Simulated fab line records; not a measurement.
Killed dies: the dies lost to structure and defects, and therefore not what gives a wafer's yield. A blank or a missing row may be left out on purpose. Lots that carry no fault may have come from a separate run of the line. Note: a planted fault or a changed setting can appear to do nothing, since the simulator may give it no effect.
What tool caused it?    flow n5Finfet    24 lots, 72 wafers sampled, at 6 steps of a route of 1938

WHAT EACH GAUGE READ, for each wafer
No reading from a measuring or inspecting step in the record can be judged against a usual standard deviation.

WHICH TOOL RAN EACH LOT (tool, then ch and the chambers of the sampled wafers, then the start)
lot   N5_ILD0_CMP_12                N5_HKMG_FIN_STRIP_89              N5_HKMG_FIN_ALD_71                 N5_HKMG_FIN_ALD_72            N5_HKMG_FIN_CMP_23             N5_GATE_CUT_ETCHBACK_00
L074  cmp-03 ch 2,3, day 3 17:55    rieDiel-04 ch 2,3, day 4 05:13    aldMetal-03 ch 0,3, day 4 05:53    cvdW-02 ch 0,1, day 4 07:31   cmp-03 ch 0,2,3, day 4 07:50   rieMetal-03 ch 0,1, day 4 08:28
L075  cmp-04 ch 0,2,3, day 4 00:49  rieDiel-04 ch 1,2, day 4 12:34    aldMetal-01 ch 0,2,3, day 4 13:14  cvdW-01 ch 0,1, day 4 14:45   cmp-03 ch 2,3, day 4 14:55     rieMetal-01 ch 0,1, day 4 15:40
L076  cmp-04 ch 0,1,2, day 4 06:22  rieDiel-04 ch 0,2,3, day 4 18:43  aldMetal-03 ch 0,2,3, day 4 19:27  cvdW-02 ch 0,1, day 4 20:56   cmp-04 ch 1,3, day 4 21:11     rieMetal-03 ch 0,1, day 4 21:52
L077  cmp-03 ch 0,2,3, day 4 14:36  rieDiel-05 ch 1,3, day 5 02:36    aldMetal-01 ch 2,3, day 5 03:17    cvdW-02 ch 0,1, day 5 05:06   cmp-03 ch 0,1,2, day 5 05:28   rieMetal-02 ch 0,1, day 5 06:04
L078  cmp-04 ch 2,3, day 4 16:01    rieDiel-03 ch 0,1, day 5 05:07    aldMetal-02 ch 0,2, day 5 05:47    cvdW-02 ch 0, day 5 07:14     cmp-02 ch 0,1,2, day 5 07:29   rieMetal-02 ch 0,1, day 5 08:08
L079  cmp-01 ch 0,2,3, day 4 22:38  rieDiel-05 ch 2,3, day 5 10:26    aldMetal-01 ch 0,3, day 5 11:11    cvdW-02 ch 0, day 5 12:48     cmp-02 ch 0,1,2, day 5 12:58   rieMetal-01 ch 0,1, day 5 13:43
L080  cmp-03 ch 2,3, day 5 03:58    rieDiel-05 ch 0,2,3, day 5 15:57  aldMetal-03 ch 2,3, day 5 16:38    cvdW-01 ch 0,1, day 5 18:04   cmp-03 ch 0,1,2, day 5 18:24   rieMetal-01 ch 1, day 5 18:59
L081  cmp-04 ch 2,3, day 5 12:04    rieDiel-03 ch 1,2,3, day 6 00:19  aldMetal-03 ch 1,3, day 6 01:04    cvdW-01 ch 0,1, day 6 02:31   cmp-03 ch 0,2,3, day 6 02:40   rieMetal-03 ch 0,1, day 6 03:28
L082  cmp-01 ch 1,3, day 5 19:17    rieDiel-04 ch 0,1, day 6 06:45    aldMetal-03 ch 2,3, day 6 07:25    cvdW-02 ch 0,1, day 6 08:52   cmp-03 ch 1,3, day 6 09:07     rieMetal-02 ch 0,1, day 6 09:47
L083  cmp-01 ch 0,1, day 6 03:11    rieDiel-04 ch 0,2, day 6 14:47    aldMetal-01 ch 2,3, day 6 15:28    cvdW-01 ch 0,1, day 6 16:56   cmp-04 ch 0,1,2, day 6 17:10   rieMetal-02 ch 0,1, day 6 17:53
L084  cmp-03 ch 1,2,3, day 6 05:37  rieDiel-04 ch 1,2, day 6 16:43    aldMetal-03 ch 0,1,2, day 6 17:23  cvdW-02 ch 0,1, day 6 19:10   cmp-03 ch 0,3, day 6 19:23     rieMetal-02 ch 0,1, day 6 20:05
L085  cmp-01 ch 0,1,2, day 6 10:41  rieDiel-04 ch 0,2,3, day 6 22:15  aldMetal-02 ch 2,3, day 6 22:55    cvdW-02 ch 0,1, day 7 00:38   cmp-04 ch 0,1, day 7 00:53     rieMetal-01 ch 1, day 7 01:34
L086  cmp-01 ch 1,3, day 6 15:23    rieDiel-04 ch 0,1,2, day 7 03:00  aldMetal-03 ch 0,3, day 7 03:41    cvdW-01 ch 0,1, day 7 05:13   cmp-02 ch 0,1, day 7 05:23     rieMetal-01 ch 0,1, day 7 06:08
L087  cmp-01 ch 0,1,2, day 6 22:28  rieDiel-05 ch 1,2,3, day 7 10:47  aldMetal-03 ch 1,2,3, day 7 11:28  cvdW-01 ch 0,1, day 7 13:02   cmp-04 ch 0,1,3, day 7 13:12   rieMetal-03 ch 0,1, day 7 13:57
L088  cmp-04 ch 1,2,3, day 7 09:03  rieDiel-03 ch 1,2, day 7 20:26    aldMetal-02 ch 1,2,3, day 7 21:06  cvdW-02 ch 0,1, day 7 22:32   cmp-03 ch 0,1,3, day 7 22:47   rieMetal-02 ch 1, day 7 23:28
L089  cmp-01 ch 0,2, day 7 12:29    rieDiel-04 ch 0,2,3, day 8 00:47  aldMetal-03 ch 0,2, day 8 01:28    cvdW-02 ch 0,1, day 8 03:08   cmp-02 ch 0,3, day 8 03:19     rieMetal-01 ch 0,1, day 8 04:03
L090  cmp-01 ch 0,1, day 7 15:16    rieDiel-05 ch 0,1,2, day 8 02:56  aldMetal-01 ch 0,1,2, day 8 03:37  cvdW-02 ch 0,1, day 8 05:08   cmp-04 ch 1,2, day 8 05:17     rieMetal-02 ch 1, day 8 06:07
L091  cmp-04 ch 1,2,3, day 7 23:38  rieDiel-03 ch 1,2,3, day 8 11:20  aldMetal-01 ch 1,2,3, day 8 12:00  cvdW-02 ch 0,1, day 8 13:34   cmp-03 ch 1,2,3, day 8 13:49   rieMetal-02 ch 1, day 8 14:29
L092  cmp-04 ch 0,1,3, day 8 06:50  rieDiel-04 ch 1,2,3, day 8 18:13  aldMetal-03 ch 0,1,3, day 8 18:53  cvdW-01 ch 0,1, day 8 20:26   cmp-02 ch 0,2,3, day 8 20:37   rieMetal-02 ch 0,1, day 8 21:22
L093  cmp-04 ch 0,1,2, day 8 11:44  rieDiel-03 ch 0,2, day 8 23:10    aldMetal-02 ch 1,3, day 8 23:50    cvdW-01 ch 0,1, day 9 01:18   cmp-04 ch 0,3, day 9 01:26     rieMetal-01 ch 0,1, day 9 02:14
L094  cmp-01 ch 0,1,2, day 8 19:02  rieDiel-05 ch 0,1,3, day 9 06:56  aldMetal-01 ch 0,1,2, day 9 07:37  cvdW-02 ch 0,1, day 9 09:11   cmp-02 ch 1,2,3, day 9 09:22   rieMetal-01 ch 0, day 9 10:07
L095  cmp-01 ch 1,3, day 9 04:44    rieDiel-04 ch 0,2,3, day 9 15:47  aldMetal-02 ch 0,1,3, day 9 16:28  cvdW-01 ch 0,1, day 9 17:54   cmp-03 ch 0,1,2, day 9 18:14   rieMetal-03 ch 0,1, day 9 18:49
L097  cmp-01 ch 0,1,3, day 9 11:50  rieDiel-03 ch 1,2, day 9 23:14    aldMetal-03 ch 1,2,3, day 9 23:55  cvdW-02 ch 0,1, day 10 01:21  cmp-04 ch 0,2, day 10 01:31    rieMetal-03 ch 0,1, day 10 02:16
L096  cmp-01 ch 0,3, day 9 12:24    rieDiel-04 ch 1,2, day 10 00:35   aldMetal-01 ch 2,3, day 10 01:15   cvdW-01 ch 0,1, day 10 02:52  cmp-02 ch 0,1,2, day 10 03:01  rieMetal-02 ch 0,1, day 10 03:48
- N5_ILD0_CMP_12: polishes SiNx, stops on poly-Si, t overpolish 6 s, target thk 17.67 nm.
- N5_HKMG_FIN_STRIP_89: strips SOC in N2/H2, time 20 s.
- N5_HKMG_FIN_ALD_71: deposits TiN, target thk 1 nm, pulse time 1 s, purge time 3 s.
- N5_HKMG_FIN_ALD_72: deposits W, target thk 2 nm, pulse time 1 s, purge time 2 s.
- N5_HKMG_FIN_CMP_23: polishes, stops on SiNx, t overpolish 10 s, target thk 46.326 nm.
- N5_GATE_CUT_ETCHBACK_00: etches W in SF6/Cl2.

AS READ BY THE TOOLS THEMSELVES (means over the sampled wafers that have a number; for cases with no such wafer, the mark the record gives instead)
N5_ILD0_CMP_12.
lot   tool    motorCurrentA (A)  overpolishRunS (s)  timeToEndpointS (s)
L074  cmp-03  9.0                6.008               29.6
L075  cmp-04  9.6                5.996               29.4
L076  cmp-04  10.0               5.998               29.3
L077  cmp-03  9.4                6.005               30.4
L078  cmp-04  8.8                5.998               28.6
L079  cmp-01  8.7                6.003               30.1
L080  cmp-03  9.4                5.994               30.1
L081  cmp-04  8.8                6.003               28.0
L082  cmp-01  8.7                6.006               28.2
L083  cmp-01  8.9                6.004               32.4
L084  cmp-03  9.3                6.008               30.8
L085  cmp-01  8.7                6.004               28.8
L086  cmp-01  8.8                6.003               31.2
L087  cmp-01  8.7                5.999               30.9
L088  cmp-04  8.6                6.007               31.6
L089  cmp-01  8.4                6.009               28.8
L090  cmp-01  8.6                5.997               27.9
L091  cmp-04  8.9                6.000               30.9
L092  cmp-04  9.6                5.993               29.1
L093  cmp-04  10.0               6.001               31.8
L094  cmp-01  8.7                6.001               27.9
L095  cmp-01  8.7                6.004               30.1
L097  cmp-01  8.6                6.004               31.7
L096  cmp-01  8.8                6.002               29.3

N5_HKMG_FIN_STRIP_89.
lot   tool        drypumpMotorCurrentA (A)  oesProductAu (a.u.)  rfVppV (V)  showerheadPlenumPTorr (Torr)  throttleValvePct (%)
L074  rieDiel-04  6.2                       0.78                 54.2        3.38                          19.6
L075  rieDiel-04  6.4                       0.73                 54.3        3.44                          19.3
L076  rieDiel-04  6.2                       0.77                 54.0        3.41                          19.3
L077  rieDiel-05  5.8                       0.85                 53.7        3.35                          18.8
L078  rieDiel-03  5.5                       0.74                 54.4        3.31                          18.9
L079  rieDiel-05  5.7                       0.90                 54.3        3.32                          18.7
L080  rieDiel-05  5.7                       0.90                 54.7        3.41                          18.6
L081  rieDiel-03  5.6                       0.81                 54.3        3.38                          18.8
L082  rieDiel-04  6.3                       0.72                 54.8        3.47                          19.1
L083  rieDiel-04  6.2                       0.74                 54.4        3.40                          19.6
L084  rieDiel-04  6.2                       0.74                 54.3        3.40                          19.5
L085  rieDiel-04  6.2                       0.74                 54.1        3.40                          19.4
L086  rieDiel-04  6.3                       0.72                 54.0        3.43                          19.3
L087  rieDiel-05  5.6                       0.81                 54.6        3.39                          18.9
L088  rieDiel-03  5.7                       0.84                 54.6        3.44                          18.6
L089  rieDiel-04  6.2                       0.74                 54.4        3.39                          19.4
L090  rieDiel-05  5.6                       0.80                 54.3        3.48                          18.8
L091  rieDiel-03  5.6                       0.79                 54.1        3.37                          18.8
L092  rieDiel-04  6.3                       0.73                 54.5        3.39                          19.4
L093  rieDiel-03  5.8                       0.81                 53.6        3.51                          18.8
L094  rieDiel-05  5.6                       0.80                 54.0        3.43                          18.8
L095  rieDiel-04  6.2                       0.73                 54.5        3.38                          19.4
L097  rieDiel-03  5.5                       0.78                 53.6        3.32                          18.7
L096  rieDiel-04  6.2                       0.83                 53.3        3.39                          19.5

N5_HKMG_FIN_ALD_71.
lot   tool         heaterPowerW (W)  precursorPulseHeightRel
L074  aldMetal-03  876               0.980
L075  aldMetal-01  879               1.005
L076  aldMetal-03  838               1.002
L077  aldMetal-01  867               0.977
L078  aldMetal-02  951               1.008
L079  aldMetal-01  900               1.009
L080  aldMetal-03  808               1.001
L081  aldMetal-03  885               0.998
L082  aldMetal-03  810               1.008
L083  aldMetal-01  874               0.993
L084  aldMetal-03  871               1.011
L085  aldMetal-02  862               1.008
L086  aldMetal-03  877               1.024
L087  aldMetal-03  857               0.982
L088  aldMetal-02  867               0.987
L089  aldMetal-03  829               0.994
L090  aldMetal-01  875               0.998
L091  aldMetal-01  859               0.994
L092  aldMetal-03  861               0.994
L093  aldMetal-02  866               0.988
L094  aldMetal-01  892               1.016
L095  aldMetal-02  894               0.973
L097  aldMetal-03  849               1.017
L096  aldMetal-01  862               1.005

N5_HKMG_FIN_ALD_72.
lot   tool     heaterPowerW (W)  precursorPulseHeightRel
L074  cvdW-02  477               1.011
L075  cvdW-01  464               1.019
L076  cvdW-02  470               0.985
L077  cvdW-02  480               1.022
L078  cvdW-02  477               0.983
L079  cvdW-02  474               1.009
L080  cvdW-01  449               0.982
L081  cvdW-01  458               1.004
L082  cvdW-02  482               1.000
L083  cvdW-01  464               0.995
L084  cvdW-02  480               1.003
L085  cvdW-02  482               0.986
L086  cvdW-01  445               1.002
L087  cvdW-01  477               0.988
L088  cvdW-02  478               1.011
L089  cvdW-02  485               1.001
L090  cvdW-02  485               0.994
L091  cvdW-02  480               0.983
L092  cvdW-01  452               1.006
L093  cvdW-01  446               0.971
L094  cvdW-02  477               0.975
L095  cvdW-01  456               0.989
L097  cvdW-02  491               1.000
L096  cvdW-01  473               1.005

N5_HKMG_FIN_CMP_23.
lot   tool    motorCurrentA (A)  overpolishRunS (s)  timeToEndpointS (s)
L074  cmp-03  12.7               10.011              13.7
L075  cmp-03  12.7               9.998               14.7
L076  cmp-04  11.2               10.001              13.6
L077  cmp-03  12.2               9.991               15.3
L078  cmp-02  11.5               9.997               12.0
L079  cmp-02  11.7               9.991               11.8
L080  cmp-03  12.0               9.995               15.6
L081  cmp-03  12.2               10.001              13.1
L082  cmp-03  13.1               10.003              14.1
L083  cmp-04  13.5               9.997               12.1
L084  cmp-03  12.5               9.999               13.8
L085  cmp-04  14.3               10.003              13.1
L086  cmp-02  11.9               9.998               12.0
L087  cmp-04  12.7               9.999               12.4
L088  cmp-03  12.9               9.997               10.7
L089  cmp-02  10.9               10.011              14.8
L090  cmp-04  12.6               9.993               13.4
L091  cmp-03  12.6               10.006              10.4
L092  cmp-02  11.2               9.996               10.0
L093  cmp-04  13.4               9.996               13.3
L094  cmp-02  12.5               9.997               10.8
L095  cmp-03  12.3               9.997               15.2
L097  cmp-04  13.9               9.996               9.3
L096  cmp-02  11.2               9.996               14.7

N5_GATE_CUT_ETCHBACK_00.
lot   tool         drypumpMotorCurrentA (A)  oesProductAu (a.u.)  throttleValvePct (%)
L074  rieMetal-03  5.4                       0.73                 27.39
L075  rieMetal-01  5.5                       0.71                 27.39
L076  rieMetal-03  5.3                       0.72                 27.41
L077  rieMetal-02  5.6                       0.75                 27.50
L078  rieMetal-02  5.6                       0.73                 27.49
L079  rieMetal-01  5.5                       0.71                 27.38
L080  rieMetal-01  5.2                       0.66                 27.35
L081  rieMetal-03  5.6                       0.72                 27.49
L082  rieMetal-02  5.6                       0.73                 27.51
L083  rieMetal-02  5.6                       0.74                 27.50
L084  rieMetal-02  5.9                       0.65                 27.57
L085  rieMetal-01  5.2                       0.66                 27.36
L086  rieMetal-01  5.5                       0.69                 27.40
L087  rieMetal-03  5.4                       0.71                 27.42
L088  rieMetal-02  5.2                       0.80                 27.43
L089  rieMetal-01  5.4                       0.69                 27.41
L090  rieMetal-02  5.3                       0.80                 27.43
L091  rieMetal-02  5.2                       0.80                 27.44
L092  rieMetal-02  5.6                       0.86                 27.35
L093  rieMetal-01  5.5                       0.69                 27.41
L094  rieMetal-01  6.0                       0.76                 27.50
L095  rieMetal-03  5.4                       0.70                 27.43
L097  rieMetal-03  5.6                       0.71                 27.52
L096  rieMetal-02  5.9                       0.91                 27.27

THE ANSWER, worked out from the rows above alone
Rule: the lots themselves supply what counts as usual. The widest of any qualifying gaps counts: lots, ordered by their means at a reading, are off when they make up no more than a third of the lots, leave a main group of 4 or more, and stand apart from it by 3 or more times the standard deviation of that group's means. A main group is skipped when, at the precision printed for the reading in the tables above, its means are all equal. A lot without any number at a reading at which 4 lots or more have one is off too. The other lots that the step has rows for count as sound. After the gauges, taken in route order, come the tools' own readings; for these a lot's mean is taken, as printed above. At the first step where some lot is off, the reading lying furthest off is the one used; lots without a number count as furthest.
No lot is off on any of the readings shown, so nothing can be concluded from this.

WHAT WAS PUT IN BY THE SIMULATOR
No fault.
